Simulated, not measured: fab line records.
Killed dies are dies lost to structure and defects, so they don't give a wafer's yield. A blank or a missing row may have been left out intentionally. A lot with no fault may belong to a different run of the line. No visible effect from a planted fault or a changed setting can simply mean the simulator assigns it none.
Split-lot experiment ; flow n5-finfet ; 7 lots, 39 wafers read, on a route of 1938 steps

ABOUT THE SPLIT
At N5_BEOL_M3_CVD_47 (deposits Co from CCTBA/H2, target thk 3 nm, time 223.8 s), the setting target-thk-a was moved away from the recipe's 30 angstrom on 15 of the 39 wafers read, by -57.8% to +54.0%. This setting was run at the recipe's value on the other wafers.

The reading comes from the split's own step.

THE READING
Co_of_BEOL_M3_CVD_47.thk-nm (the simulator's own value, which no gauge read), in nm, at N5_BEOL_M3_CVD_47 (deposits Co from CCTBA/H2, target thk 3 nm, time 223.8 s). The file gives no usual value for it. Here, 24 wafers ran the recipe; their average is 3.0 nm with a standard deviation of 0.081 nm.

wafer;tool, chamber at the split;target-thk-a as run, angstrom;against the recipe;Co_of_BEOL_M3_CVD_47.thk-nm, nm;against lot-mates on the recipe
L074.1;cvd-co-02, 1,1,2;30;recipe;3;-
L074.4;cvd-co-02, 1,1,2;30;recipe;3;-
L074.5;cvd-co-02, 1,1,2;30;recipe;3;-
L074.2;cvd-co-02, 0;46.21;+54.0%;4.6;+1.6
L074.6;cvd-co-02, 0;46.21;+54.0%;4.6;+1.6
L074.3;cvd-co-02, 2;46.21;+54.0%;4.8;+1.8
L078.1;cvd-co-02, 2,1,2;30;recipe;3;-
L078.2;cvd-co-02, 2,1,2;30;recipe;3;-
L078.5;cvd-co-02, 2,1,2;30;recipe;3;-
L078.3;cvd-co-02, 0;16.27;-45.8%;1.8;-1.2
L078.6;cvd-co-02, 0;16.27;-45.8%;1.8;-1.2
L078.4;cvd-co-02, 1;16.27;-45.8%;1.6;-1.4
L080.1;cvd-co-02, 2,0,1,1,0;30;recipe;3;-
L080.2;cvd-co-02, 2,0,1,1,0;30;recipe;3;-
L080.3;cvd-co-02, 2,0,1,1,0;30;recipe;3;-
L080.4;cvd-co-02, 2,0,1,1,0;30;recipe;3;-
L080.6;cvd-co-02, 2,0,1,1,0;30;recipe;3;-
L080.5;cvd-co-02, 2;30;recipe;3.2;-
L084.1;cvd-co-01, 0,1;17.18;-42.7%;1.8;-1.3
L084.5;cvd-co-01, 0,1;17.18;-42.7%;1.8;-1.3
L084.2;cvd-co-01, 2;30;recipe;3.2;-
L084.6;cvd-co-01, 2;30;recipe;3.2;-
L084.3;cvd-co-01, 1;17.18;-42.7%;1.6;-1.5
L084.4;cvd-co-01, 0;30;recipe;3;-
L087.1;cvd-co-01, 1;30;recipe;3;-
L087.6;cvd-co-01, 1;30;recipe;3;-
L087.4;cvd-co-01, 0;30;recipe;3.2;-
L090.1;cvd-co-01, 0;42.46;+41.5%;4.4;+1.3
L090.2;cvd-co-01, 1,2;30;recipe;3;-
L090.3;cvd-co-01, 1,2;30;recipe;3;-
L090.4;cvd-co-01, 2;30;recipe;3.2;-
L090.5;cvd-co-01, 0,1;42.46;+41.5%;4.2;+1.1
L090.6;cvd-co-01, 0,1;42.46;+41.5%;4.2;+1.1
L094.1;cvd-co-01, 1,0,0;30;recipe;3;-
L094.2;cvd-co-01, 1,0,0;30;recipe;3;-
L094.5;cvd-co-01, 1,0,0;30;recipe;3;-
L094.3;cvd-co-01, 2,2,1;12.67;-57.8%;1.4;-1.6
L094.4;cvd-co-01, 2,2,1;12.67;-57.8%;1.4;-1.6
L094.6;cvd-co-01, 2,2,1;12.67;-57.8%;1.4;-1.6
When a row names more than one chamber, that row covers several wafers, and the file does not tell which wafer ran in which chamber.

THE FIT
A straight line over all 39 wafers: Co_of_BEOL_M3_CVD_47.thk-nm changes by +0.0294 nm for each +1% of target-thk-a; r = +1.00; the points scatter about the line by 0.088 nm.
The same after taking each lot's own level away (the mean of its wafers on the recipe; 39 wafers): +0.0294 nm for each +1%; r = +0.99; scatter 0.097 nm.
That fit puts the effect of the largest move of target-thk-a on the reading at 1.7 nm.
The lots' own levels span 3.00 to 3.13 nm, that is 1.6 times the standard deviation above.
Hence the lot-to-lot level has little effect on the slope; both slopes agree.
Check: -1.71 nm against its lot-mates is what the line predicts for one of the wafers moved furthest among these (-57.8%) when that wafer is left out of the fit. It came out at -1.6 nm against them.

THESE WAFERS: OTHER SPLITS
Before the reading, these wafers also passed through other splits. Each is held against what the fit with the lots' levels taken away leaves over:
other split on the same wafers;wafers away from the commonest value;r with Co_of_BEOL_M3_CVD_47.thk-nm (lot level and that fit taken away)
N5_DUMMY_GATE_PECVD_30 time-s;12;+0.21
N5_SD_EPI_N_EPI_21 time-s;15;-0.35
N5_MOL_CONTACT_COAG_ALD_133 ald-cycles;18;+0.24

THE FILE'S OWN FIT
Co_of_BEOL_M3_CVD_47.thk-nm changes by +0.0294 nm for each +1% of target-thk-a, r = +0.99.
